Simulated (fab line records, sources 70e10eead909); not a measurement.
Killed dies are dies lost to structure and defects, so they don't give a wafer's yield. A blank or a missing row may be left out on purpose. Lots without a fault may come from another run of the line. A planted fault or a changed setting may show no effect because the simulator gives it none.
A struck lot beside a sound one | flow nand_harc | 14 steps out of a route of 1159
Sound: wafers L114.2, L114.5, L114.6. Struck: wafers L123.1, L123.3, L123.5. The cause comes at the end.
At each step with rows: each side's tool, then ch and its chambers, then its first start. Under that, the readings that differ: sound wafers | struck wafers | difference of the means | sigmas: that difference in standard deviations of wafers without a fault.
alike: readings whose means differ by less than 2 such deviations, and words and numbers that are the same on both sides. not compared: withheld readings, readings that some wafer has no value for, bounds like >300 that may hide the same value, and numbers for which the record gives no deviation and whose values overlap.
The two part at a step that has a row with sigmas, a row that says differs or no value, or rows on one side only. Numbers that don't overlap but have no deviation are shown without sigmas and don't part them. A reading that every wafer of one side lacks parts them only if that side has two wafers or more.

NHARC_P_M0_CMP_23: polishes, t overpolish 20 s, target thk 117.53 nm.
  sound on cmp-01 ch 0,1,3, day 6 11:44; struck on cmp-04 ch 0,1,2, day 9 03:00
  alike: motor_current_A, slurry_filter_dp_kPa, time_to_endpoint_s
NHARC_P_M0_THK_MEAS_24: measures by xrf.
  sound on film_metro-02, day 6 12:00; struck on film_metro-01, day 9 03:17
  alike: thk_nm
then, 1 step without rows for these wafers: NHARC_P_M0_SRD_25.
NHARC_P_M0_INSPECT_27:
  sound on defect_inspect-02, day 6 12:10; struck on defect_inspect-02, day 9 03:27
  alike: raw_defect_count
NHARC_P_M0_PRE_CLEAN_31: time 12 s.
  sound on pecvd-04 ch 0,1,2, day 6 12:15; struck on pecvd-01 ch 0,1, day 9 03:31
  alike: heater_power_outer_w, heater_power_w
NHARC_P_M0_DEP_32: deposits SiCN, target thk 30 nm.
  sound on pecvd-04 ch 0,1,2, day 6 12:23; struck on pecvd-01 ch 0,1, day 9 03:36
  alike: heater_power_outer_w, heater_power_w
then, 5 steps without rows for these wafers: NHARC_P_M1_DEP_00 (deposits SiOC, target thk 182.5 nm); NHARC_P_M1_DEHYDRATE_01 (time 120 s); NHARC_P_M1_HMDS_02 (time 30 s); NHARC_P_M1_COAT_34 (time 65 s); NHARC_P_M1_COAT_03 (resist thk 90 nm).
NHARC_P_M1_SOFTBAKE_04: time 55 s.
  sound on litho_track-06 ch 0, day 6 13:00; struck on litho_track-04 ch 0, day 9 04:00
  reading                  | sound                | struck               | difference | sigmas
  heater_power_total_W (W) | 188.63 188.30 188.55 | 201.10 201.32 201.18 | +12.71     | +85
  plate_temp_C (C)         | 104.80 104.98 104.76 | 109.95 110.14 110.11 | +5.22      | +35
  alike: exhaust_pa
then, 1 step without rows for these wafers: NHARC_P_M1_EBR_05.
-- the record jumps here: 13 days lie between the struck wafers' starts before and after (it left off in module P_M1 and takes up again in module END, whose first step shown is number 1159 of the route) --
NHARC_END_SORT_01:
  sound on prober-02 ch 0, day 20 13:25; struck on prober-01 ch 0, day 22 07:21
  alike: defect_limited_yield, killed_at_array, killed_at_other, killed_at_periphery, killed_dies, killed_open, killed_short, sort_bin_2_pct, sort_bin_3_pct, sort_bin_4_pct, sort_n_pass, sort_rim_yield_pct, sort_yield_pct

WHERE THEY PART
Only at NHARC_P_M1_SOFTBAKE_04, within this record. Later steps at which nothing parts them and some readings are alike: NHARC_END_SORT_01.

WHY: what the simulator had put in
Process parameter drift: litho_track-04, from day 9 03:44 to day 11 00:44, at NHARC_P_M1_SOFTBAKE_04. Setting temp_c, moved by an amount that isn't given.
